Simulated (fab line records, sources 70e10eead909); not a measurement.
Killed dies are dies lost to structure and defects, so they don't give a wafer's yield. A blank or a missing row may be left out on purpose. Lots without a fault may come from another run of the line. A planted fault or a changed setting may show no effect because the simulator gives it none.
Chamber matching | flow nand_harc | NHARC_A_CHANNEL_FILL_D1_ALD_16 on ald_hk-03: 4 sister chambers
The step deposits SiO2, target thk 1.5 nm, pulse time 10 s, ald cycles 15. 18 wafers are shown with their chamber, then 9 later ones without.

WAFERS WITH THEIR CHAMBER
wafer  | chamber | heater_power_w (W) | precursor_pulse_height_rel
L074.1 | 0       | 504                | 0.984
L074.5 | 0       | 496                | 1.030
L074.6 | 1       | 420                | 1.016
L076.1 | 2       | 392                | 1.002
L076.3 | 1       | 415                | 0.991
L076.4 | 0       | 493                | 0.990
L078.1 | 3       | 460                | 1.039
L078.4 | 1       | 427                | 1.005
L078.5 | 0       | 493                | 1.028
L080.1 | 1       | 418                | 1.030
L080.2 | 2       | 375                | 1.005
L080.4 | 3       | 465                | 1.011
L087.4 | 2       | 384                | 1.021
L087.5 | 0       | 479                | 1.018
L087.6 | 1       | 432                | 1.002
L090.1 | 1       | 423                | 0.966
L090.2 | 3       | 478                | 1.012
L090.5 | 3       | 464                | 1.023

SIGNATURES (means of the wafers above)
reading                    | chamber 0 | chamber 1 | chamber 2 | chamber 3 | scatter within a chamber
heater_power_w             | 493.00    | 422.50    | 383.67    | 466.75    | 7.78
precursor_pulse_height_rel | 1.01000   | 1.00167   | 1.00933   | 1.02125   | 0.0189
Rule: a wafer's distance from a chamber is the root of the sum, over the readings, of the square of ((its reading less the chamber's mean) divided by the reading's scatter). The wafer belongs to the nearest chamber; if the next one is less than 2 further off, it can't be placed. The scatter: the root of (the sum of the squares of (reading less its chamber's mean) over the shown wafers, divided by (wafers less chambers)).

WAFERS WITHOUT THEIR CHAMBER
wafer  | heater_power_w (W) | precursor_pulse_height_rel
L091.1 | 471                | 1.014
L091.3 | 494                | 1.026
L091.4 | 419                | 0.988
L094.1 | 421                | 1.020
L094.5 | 416                | 0.992
L094.6 | 494                | 1.041
L097.3 | 451                | 1.035
L097.4 | 410                | 0.994
L097.6 | 433                | 0.959

WHICH CHAMBER EACH WENT THROUGH
wafer  | from the rows above     | in truth
L091.1 | 3                       | 3
L091.3 | 0                       | 0
L091.4 | 1                       | 1
L094.1 | 1                       | 1
L094.5 | 1                       | 1
L094.6 | 0                       | 0
L097.3 | can't be placed: 3 or 1 | 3
L097.4 | can't be placed: 1 or 2 | 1
L097.6 | 1                       | 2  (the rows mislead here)
Placed correctly: 6 of 9. Can't be placed from these rows: 2 (the true chamber is among the candidates in 2). Placed wrongly: 1.
